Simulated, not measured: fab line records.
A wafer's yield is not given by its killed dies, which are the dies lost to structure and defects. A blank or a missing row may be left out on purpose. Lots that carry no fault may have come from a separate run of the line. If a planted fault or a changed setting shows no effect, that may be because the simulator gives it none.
fab line records	flow nandHarc
record lots=14	wafers=42	lastDay=33
route steps=1302 shown A_DECK1_JOINT@539 A_ONON_D2@552 A_CHANNEL_HOLE_D2@571
lots untouched by any fault: they come from a run of this same line in which no faults occurred
startH: the number of hours between the record's first day and the start of the first shown wafer of the lot	waitH: hours since the lot's step before	" unchanged from the row above	L1.1+2: a row that stands for several wafers	- no value, or no start given	* or withheld: withheld	< > ~ a bound
route shown NAME@n: names a module that has steps shown in the file, with the first one's number in the route	usual: the fault-free wafers' mean and standard deviation	same: alike in all rows	chamber/n: place in a boat	sites: readings site by site	_std_site: their standard deviation	_edge_site: mean of outer sites minus mean of inner sites	radiusMm: how far each site lies from the wafer's centre	mask NAME#n: copy n	behind: the most recent tool/chamber to have shaped the wafer	hold: what put the lot on hold/how long, in hours/how the hold closed	device: names the non-switching transistor (n, p or np)	end of line: at the end of the route, the tests of the same wafers	where a step has no rows: the recipe by itself	killed: dies that structure and defects cost at the first sort, which is not the same as the wafer's yield	map: shows each die of a wafer: x if killed, . if not, _ if none is there
set.NAME: the setting as run; set.NAME@STEP: as run at that earlier step	model.NAME: the simulator's own value behind a step, which no gauge read
route steps across a sampled set of lots; one table per step, one row per wafer
services: the hour from which a tool's chamber was out of use, counted from the record's first day as startH (under 0 if before that day), plus the number of hours and why
## steps
# step NHARC_A_DECK1_JOINT_CMP_02
# recipe material=SiOx
# usual motorCurrentA=12.0/1.3
lot.wafer	tool	chamber	startH	waitH	motorCurrentA
L884.3	cmp-02	2	260.81	0.4	12.7
L884.1	"	1	"	"	10.4
L884.5	"	3	"	"	11.1
L886.4	cmp-02	1	285.78	0.5	10.6
L886.6	"	2	"	"	12.7
L886.5	"	3	"	"	11.1
L887.2	cmp-02	3	299.49	0.4	10.8
L887.3	"	0	"	"	11.0
L887.6	"	3	"	"	11.0
L888.1	cmp-03	1	313.61	0.4	10.9
L888.3	"	0	"	"	12.0
L888.6	"	2	"	"	15.7
L889.4	cmp-02	1	326.82	0.4	10.6
L889.1	"	3	"	"	11.7
L889.2	"	0	"	"	11.4
L890.3	cmp-04	1	326.82	0.4	12.5
L890.5	"	1	"	"	12.6
L890.6	"	2	"	"	10.6
L891.4	cmp-03	1	338.78	0.4	11.0
L891.1	"	2	"	"	15.7
L891.6	"	1	"	"	10.5
L892.2	cmp-03	3	356.86	0.4	12.0
L892.1	"	0	"	"	11.7
L892.5	"	1	"	"	10.8
L893.4	cmp-02	2	361.73	0.4	12.4
L893.1	"	1	"	"	11.0
L893.5	"	2	"	"	12.4
L894.3	cmp-04	0	379.59	0.4	13.2
L894.1	"	3	"	"	11.4
L894.6	"	1	"	"	13.5
L895.4	cmp-02	2	389.32	0.4	12.3
L895.1	"	0	"	"	11.2
L895.6	"	1	"	"	10.7
L902.3	cmp-02	0	446.56	0.4	11.0
L902.2	"	1	"	"	10.3
L902.5	"	1	"	"	10.7
L905.1	cmp-04	2	487.71	0.5	10.6
L905.3	"	3	"	"	11.0
L905.6	"	0	"	"	13.3
L907.2	cmp-03	0	506.13	0.4	12.9
L907.4	"	2	"	"	15.2
L907.1	"	3	"	"	12.2
# step NHARC_A_ONON_D2_THK_MEAS_11
# recipe thkMeasGauge=ellipsometry
# usual thkNm=997/11
lot.wafer	tool	chamber	startH	waitH	thkNm
L884.1	filmMetro-02	-	263.79	-	994
L884.3	"	-	"	"	993
L884.5	"	-	"	"	990
L886.4	filmMetro-01	-	288.69	-	978
L886.5	"	-	"	"	976
L886.6	"	-	"	"	977
L887.2	filmMetro-02	-	302.45	-	982
L887.3	"	-	"	"	984
L887.6	"	-	"	"	984
L888.1	filmMetro-02	-	316.59	-	1010
L888.3	"	-	"	"	1011
L888.6	"	-	"	"	1010
L889.1	filmMetro-02	-	329.81	-	1019
L889.2	"	-	"	"	1018
L889.4	"	-	"	"	1018
L890.3	filmMetro-02	-	329.82	-	1001
L890.5	"	-	"	"	1001
L890.6	"	-	"	"	1001
L891.1	filmMetro-02	-	341.79	-	998
L891.4	"	-	"	"	996
L891.6	"	-	"	"	997
L892.1	filmMetro-02	-	359.78	-	1000
L892.2	"	-	"	"	999
L892.5	"	-	"	"	999
L893.1	filmMetro-02	-	364.71	-	1005
L893.4	"	-	"	"	1005
L893.5	"	-	"	"	1006
L894.1	filmMetro-02	-	390.39	-	988
L894.3	"	-	"	"	984
L894.6	"	-	"	"	986
L895.1	filmMetro-02	-	392.43	-	976
L895.4	"	-	"	"	974
L895.6	"	-	"	"	975
L902.2	filmMetro-01	-	449.54	-	993
L902.3	"	-	"	"	994
L902.5	"	-	"	"	993
L905.1	filmMetro-02	-	490.63	-	999
L905.3	"	-	"	"	997
L905.6	"	-	"	"	998
L907.1	filmMetro-01	-	509.11	-	1002
L907.2	"	-	"	"	1001
L907.4	"	-	"	"	1001
# step NHARC_A_ONON_D2_DEP_16
# recipe targetThkA=10000	n2FlowSccm=2750	n2oFlowSccm=2000	nh3FlowSccm=500	sih4FlowSccm=210	tempC=400
# usual n2oFlowSccm=1999/6.6
lot.wafer	tool	chamber	startH	waitH	n2oFlowSccm
L884.1	pecvdOnon-03	0	271.93	0.7	1998
L884.3	"	0	"	"	1999
L884.5	"	0	"	"	1997
L886.4	pecvdOnon-04	0	296.92	0.6	1999
L886.5	"	0	"	"	2004
L886.6	"	0	"	"	2003
L887.2	pecvdOnon-04	0	310.64	0.4	1997
L887.3	"	0	"	"	2002
L887.6	"	0	"	"	1999
L888.1	pecvdOnon-03	0	324.06	0.4	2005
L888.3	"	0	"	"	2000
L888.6	"	0	"	"	2011
L889.1	pecvdOnon-03	0	337.28	0.4	1992
L889.2	"	0	"	"	2004
L889.4	"	0	"	"	1994
L890.3	pecvdOnon-04	0	337.40	0.5	1996
L890.5	"	0	"	"	2001
L890.6	"	0	"	"	1993
L891.1	pecvdOnon-04	0	352.35	0.4	1995
L891.4	"	0	"	"	1993
L891.6	"	0	"	"	1999
L892.1	pecvdOnon-04	0	371.50	0.4	2002
L892.2	"	0	"	"	1996
L892.5	"	0	"	"	1997
L893.1	pecvdOnon-01	0	371.50	0.4	1982
L893.4	"	0	"	"	1990
L893.5	"	0	"	"	1990
L894.1	pecvdOnon-03	0	399.42	0.4	1990
L894.3	"	0	"	"	1996
L894.6	"	0	"	"	1990
L895.1	pecvdOnon-04	0	399.43	0.4	2007
L895.4	"	0	"	"	2016
L895.6	"	0	"	"	2011
L902.2	pecvdOnon-03	0	457.31	0.4	2009
L902.3	"	0	"	"	2001
L902.5	"	0	"	"	2003
L905.1	pecvdOnon-03	0	499.04	0.6	1999
L905.3	"	0	"	"	1999
L905.6	"	0	"	"	1995
L907.1	pecvdOnon-04	0	516.92	0.4	1993
L907.2	"	0	"	"	1994
L907.4	"	0	"	"	1993
# step NHARC_A_ONON_D2_THK_MEAS_18
# recipe thkMeasGauge=ellipsometry
# usual thkNm=1002/10
lot.wafer	tool	chamber	startH	waitH	thkNm
L884.1	filmMetro-01	-	272.44	-	1007
L884.3	"	-	"	"	1006
L884.5	"	-	"	"	1006
L886.4	filmMetro-01	-	297.26	-	1010
L886.5	"	-	"	"	1011
L886.6	"	-	"	"	1010
L887.2	filmMetro-02	-	311.10	-	999
L887.3	"	-	"	"	1001
L887.6	"	-	"	"	1001
L888.1	filmMetro-02	-	324.57	-	1011
L888.3	"	-	"	"	1010
L888.6	"	-	"	"	1009
L889.1	filmMetro-02	-	337.79	-	1006
L889.2	"	-	"	"	1006
L889.4	"	-	"	"	1008
L890.3	filmMetro-02	-	337.79	-	1003
L890.5	"	-	"	"	1005
L890.6	"	-	"	"	1003
L891.1	filmMetro-02	-	352.89	-	1021
L891.4	"	-	"	"	1020
L891.6	"	-	"	"	1022
L893.1	filmMetro-02	-	372.01	-	1000
L893.4	"	-	"	"	1000
L893.5	"	-	"	"	1000
L892.1	filmMetro-02	-	372.02	-	1538
L892.2	"	-	"	"	1535
L892.5	"	-	"	"	1005
L894.1	filmMetro-01	-	399.93	-	1010
L894.3	"	-	"	"	1011
L894.6	"	-	"	"	1009
L895.1	filmMetro-02	-	399.94	-	1528
L895.4	"	-	"	"	992
L895.6	"	-	"	"	993
L902.2	filmMetro-01	-	457.76	-	993
L902.3	"	-	"	"	993
L902.5	"	-	"	"	992
L905.1	filmMetro-01	-	499.55	-	984
L905.3	"	-	"	"	983
L905.6	"	-	"	"	986
L907.1	filmMetro-02	-	517.44	-	996
L907.2	"	-	"	"	994
L907.4	"	-	"	"	996
# step NHARC_A_CHANNEL_HOLE_D2_DEP_01
# recipe targetThkA=1400	targetThkNm=140	tempC=400	pressureTorr=3.5	flowSccm=200	rfW=350	material=SiON
# usual heaterPowerW=728/83
lot.wafer	tool	chamber	startH	waitH	heaterPowerW
L884.1	pecvd-01	2	278.98	1.8	768
L884.3	"	0	"	"	791
L884.5	"	0	"	"	807
L886.5	pecvd-01	2	302.19	0.4	708
L886.6	"	0	"	"	793
L886.4	"	1	"	"	847
L887.3	pecvd-03	0	321.21	1.0	614
L887.2	"	2	"	"	639
L887.6	"	2	"	"	644
L888.3	pecvd-04	0	329.41	1.0	682
L888.1	"	1	"	"	680
L888.6	"	1	"	"	676
L890.3	pecvd-01	1	342.58	1.0	708
L890.5	"	0	"	"	794
L890.6	"	1	"	"	723
L889.2	pecvd-04	1	342.61	1.3	601
L889.1	"	0	"	"	780
L889.4	"	0	"	"	807
L891.1	pecvd-03	2	357.78	1.7	624
L891.4	"	0	"	"	585
L891.6	"	1	"	"	824
L893.1	pecvd-01	0	390.11	1.6	855
L893.4	"	2	"	"	692
L893.5	"	0	"	"	863
L892.5	pecvd-03	1	390.20	0.5	767
L894.3	pecvd-01	1	404.73	1.0	682
L894.1	"	0	"	"	826
L894.6	"	1	"	"	717
L895.4	pecvd-04	1	404.79	0.7	720
L895.6	"	0	"	"	753
L902.2	pecvd-03	2	462.55	1.3	584
L902.3	"	1	"	"	909
L902.5	"	0	"	"	710
L905.1	pecvd-04	2	508.50	1.6	611
L905.3	"	1	"	"	680
L905.6	"	2	"	"	607
L907.2	pecvd-01	0	522.24	1.3	785
L907.1	"	2	"	"	773
L907.4	"	1	"	"	771
## services
tool	chamber	startH	hours	kind
cmp-03	-	256.44	0.8	repair
cmp-03	-	260.12	4.0	pm
pecvd-04	-	269.12	13.0	pm
cmp-02	-	278.06	2.8	repair
pecvd-01	-	282.67	7.2	repair
cmp-02	-	288.90	2.6	repair
pecvd-01	-	311.00	13.0	pm
pecvdOnon-04	-	311.33	13.0	pm
cmp-03	-	339.55	2.1	repair
cmp-03	-	358.12	4.0	pm
cmp-02	-	378.84	4.0	pm
cmp-03	-	394.59	0.9	repair
pecvdOnon-03	-	408.02	13.0	pm
pecvd-01	2	411.19	17.1	repair
cmp-03	-	412.07	2.5	repair
cmp-02	-	423.70	1.0	repair
cmp-03	-	456.12	4.0	pm
cmp-02	-	474.16	2.7	repair
cmp-02	-	476.89	4.0	pm
cmp-03	-	487.28	1.1	repair
pecvd-01	-	492.00	13.0	pm
pecvdOnon-04	-	492.33	13.0	pm
cmp-02	-	501.71	0.6	repair
cmp-02	-	502.41	4.2	repair
## key
firstSign step=NHARC_A_ONON_D2_THK_MEAS_18	reading=thkNm	direction=up	sigmas=51	usual=1002	struck=1534
effect none on later readings
metAt NHARC_A_ONON_D2_DEP_16
struckLots L892,L895
struckWafers L892.1,L892.2,L895.1
laterRowsLeftOut L892.1,L892.2,L895.1
sortLeftOut L892.1,L892.2,L895.1
testerLeftOut L892,L895
notActingAt NHARC_A_DECK1_JOINT_CMP_02,NHARC_A_ONON_D2_THK_MEAS_11,NHARC_A_CHANNEL_HOLE_D2_DEP_01
onsetBetween 352.35 371.50
fault kind=processParameterDrift	tool=pecvdOnon-04	chamber=-	onsetH=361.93	steps=NHARC_A_ONON_D2_DEP_16	channel=targetThkA	offset=*	shape=step	endH=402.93	scope=struckWafersOnly	actsIn=*	stated=*
# testerLeftOut: of these lots the tester's yield and bins aren't shown, on N5 and GAA mostly nor the transistor test; their killed dies are dies lost to structure and defects alone, not to doping, threshold or leakage, so they don't give the yield
# sortLeftOut: the simulated sort isn't trusted on such a fault, so these wafers' sort isn't shown, and their yield isn't known
# laterRowsLeftOut: the simulator's readings of these wafers behind a module that went badly wrong aren't trusted and aren't shown, but for the sort
